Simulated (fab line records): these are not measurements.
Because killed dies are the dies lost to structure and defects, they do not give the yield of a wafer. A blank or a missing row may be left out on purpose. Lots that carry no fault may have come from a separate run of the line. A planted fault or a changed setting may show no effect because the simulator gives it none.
Chamber matching -- flow nandHarc -- NHARC_A_M0_DEP_32 on pecvd-03 has 3 sister chambers
The step deposits SiCN, target thk 30 nm. 3 wafers are shown with their chamber, then 7 later ones without.

WAFERS WITH THEIR CHAMBER
wafer,chamber,showerheadVppV (V)
L079.4,1,1367
L086.1,2,1286
L086.2,0,1373

WAFERS WHOSE CHAMBER IS MISSING
wafer,showerheadVppV (V)
L086.4,1404
L091.1,1404
L091.2,1297
L091.3,1371
L095.1,1375
L095.2,1267
L095.3,1381

WHICH CHAMBER EACH ONE RAN IN
wafer,from the rows above,in truth
L086.4,can't be placed: 0 or 1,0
L091.1,can't be placed: 0 or 1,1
L091.2,2,2
L091.3,can't be placed: 0 or 1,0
L095.1,can't be placed: 0 or 1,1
L095.2,2,2
L095.3,can't be placed: 0 or 1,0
Correct placement for 2 of the 7. These rows do not allow placing 5 (true chamber among the candidates in 5). Number placed wrongly: 0.
How it was worked out, from the rows above alone: a wafer's distance from a chamber is the root of the sum, over the readings, of the square of ((its reading less the chamber's mean) divided by the reading's scatter). The wafer belongs to the nearest chamber; if the next one is less than 2 further off, it can't be placed. For every chamber, the mean is computed from those of its wafers that are shown. The scatter (one wafer shown for each chamber): square how far every hidden wafer sits from the nearest shown wafer, average those squares and take the square root.
